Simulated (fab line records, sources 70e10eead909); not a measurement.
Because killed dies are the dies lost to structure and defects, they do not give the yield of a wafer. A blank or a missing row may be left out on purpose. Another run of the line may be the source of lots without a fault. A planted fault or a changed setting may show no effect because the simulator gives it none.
Which tool did it? ; flow nand_harc ; 6 lots with 18 wafers sampled at 2 steps, on a route of 1302 steps

## WHAT THE GAUGES READ, wafer by wafer
NHARC_P_GATE_CD_MEAS_91: target cd 2000 nm.
lot;measured;on;cd_nm (nm)
L951;day 7 16:25;cd_sem-03;2000.5 2000.8 2001.9
L957;day 10 04:08;cd_sem-01;2000.0 2003.4 1999.6
L960;day 11 21:22;cd_sem-03;1998.8 2000.7 2001.0
L963;day 13 00:25;cd_sem-03;2002.6 2002.4 2000.8
L967;day 14 12:07;cd_sem-01;2000.0 2001.3 1999.0
L969;day 15 09:33;cd_sem-03;2000.1 1997.9 1998.2

## WHAT TOOL EACH LOT RAN ON (gives the tool, then ch and the chambers of the sampled wafers, and finally the start)
lot;NHARC_P_GATE_DESCUM_61
L951;rie_diel-03 ch 0,1,3, day 7 13:33
L957;rie_diel-13 ch 0,2,3, day 10 02:35
L960;rie_diel-02 ch 1,3, day 11 19:56
L963;rie_diel-13 ch 0,1,3, day 12 22:52
L967;rie_diel-13 ch 0,3, day 14 10:41
L969;rie_diel-03 ch 0,2, day 15 08:07
- NHARC_P_GATE_DESCUM_61: chemistry O2, time 3 s.

## THE ANSWER, worked out from the rows above alone
Rule: usual is defined by the lots themselves. The widest of any qualifying gaps counts: lots, ordered by their means at a reading, are off when they make up no more than a third of the lots, leave a main group of 4 or more, and stand apart from it by 3 or more times the standard deviation of that group's means. Not used: any main group whose means are identical at the precision the tables above print for the reading. Also off: a lot with no number at a reading for which 4 or more lots have one. The other lots that the step has rows for count as sound.
None of the lots is off at any reading shown; this tells nothing.

## WHAT THE SIMULATOR PUT IN
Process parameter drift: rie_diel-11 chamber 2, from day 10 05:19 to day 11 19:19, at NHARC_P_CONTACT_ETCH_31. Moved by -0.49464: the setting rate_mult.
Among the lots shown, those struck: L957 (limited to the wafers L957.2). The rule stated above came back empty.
